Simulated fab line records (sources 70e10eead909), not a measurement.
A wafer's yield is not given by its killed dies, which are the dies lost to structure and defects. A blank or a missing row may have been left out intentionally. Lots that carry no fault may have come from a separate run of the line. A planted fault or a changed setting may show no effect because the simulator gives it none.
Which of the tools did it? -- flow nandHarc -- route of 1302 steps, sampled at 1 step: 24 lots, 72 wafers

== WHAT THE GAUGES READ, wafer by wafer ==
NHARC_A_CONTACT_OVL_MEAS_43.
lot,measured,on,overlayXNm (nm),overlayYNm (nm)
L075,day 21 21:59,overlay-01,-1.2 -1.1 -1.6,0.4 -0.1 -0.3
L074,day 21 22:19,overlay-01,-0.6 -1.1 -0.7,0.9 1.0 0.9
L076,day 22 12:41,overlay-01,-0.2 -0.1 0.1,0.4 0.6 0.6
L078,day 22 13:04,overlay-02,-0.2 -0.1 0.1,-0.8 -1.3 -1.2
L077,day 23 04:28,overlay-02,0.4 0.8 0.5,0.1 0.4 0.5
L079,day 24 00:19,overlay-01,-1.9 -1.7 -2.1,-1.3 -1.9 -0.9
L081,day 24 20:35,overlay-01,-1.0 -0.9 -0.9,-0.6 -0.8 -0.7
L080,day 25 01:31,overlay-02,0.0 0.3 -0.2,0.2 0.3 0.3
L083,day 25 03:35,overlay-02,-0.3 0.1 -0.2,1.4 1.2 0.9
L082,day 25 05:43,overlay-01,-0.4 -0.4 0.3,-0.2 -0.4 -0.4
L084,day 25 18:44,overlay-02,0.4 0.2 -0.2,1.6 1.2 1.4
L085,day 26 05:12,overlay-02,1.0 0.5 0.9,-0.7 -1.2 -1.0
L086,day 26 05:24,overlay-01,-1.8 -1.2 -2.1,0.4 1.1 0.1
L087,day 26 15:18,overlay-02,0.3 0.4 0.8,-1.2 -0.9 -1.4
L089,day 27 07:22,overlay-02,-0.2 -0.5 0.2,-1.1 -0.7 -0.3
L091,day 27 14:13,overlay-01,-0.7 -0.5 -0.7,-0.7 -0.1 -0.2
L090,day 27 15:22,overlay-02,0.5 0.9 0.8,-1.2 -0.8 -0.9
L088,day 27 19:35,overlay-02,0.8 0.9 0.7,0.6 0.5 -0.1
L092,day 28 15:00,overlay-01,-1.1 0.0 -1.0,-0.5 -0.3 -0.7
L093,day 29 00:16,overlay-02,-0.3 -0.1 -0.1,-0.7 -0.7 -1.0
L095,day 29 17:16,overlay-01,1.0 1.0 0.9,0.9 1.0 1.0
L094,day 29 17:31,overlay-02,1.5 1.5 1.2,0.3 0.0 0.0
L096,day 30 05:23,overlay-02,-0.4 -0.4 0.0,0.7 0.7 0.6
L097,day 30 22:26,overlay-01,-0.5 -0.1 -0.9,0.3 0.4 0.5

== EACH LOT AND THE TOOL THAT RAN IT (in order: tool; ch and the chambers of the sampled wafers; start) ==
No process step before these readings appears in the record.

== WHAT THE TOOLS THEMSELVES READ (means of the sampled wafers that have a number; where no wafer has one, the mark that the record gives instead) ==
The record holds no such reading with a usual standard deviation.

== THE ANSWER, worked out from the rows above alone ==
Rule: usual is defined by the lots themselves. The widest of any qualifying gaps counts: lots, ordered by their means at a reading, are off when they make up no more than a third of the lots, leave a main group of 4 or more, and stand apart from it by 3 or more times the standard deviation of that group's means. The tables above print the reading to a certain number of digits; a main group whose means all agree to those digits is not used. Also off: a lot with no number at a reading for which 4 or more lots have one. The other lots that the step has rows for count as sound. First the gauges in route order, then the tools' own readings, where a lot's mean is used as printed above. At the first step where some lot is off, the reading lying furthest off is the one used; lots without a number count as furthest.
Across all readings shown, no lot is off: no conclusion can be drawn from this.

== WHAT THE SIMULATOR HAD INSERTED ==
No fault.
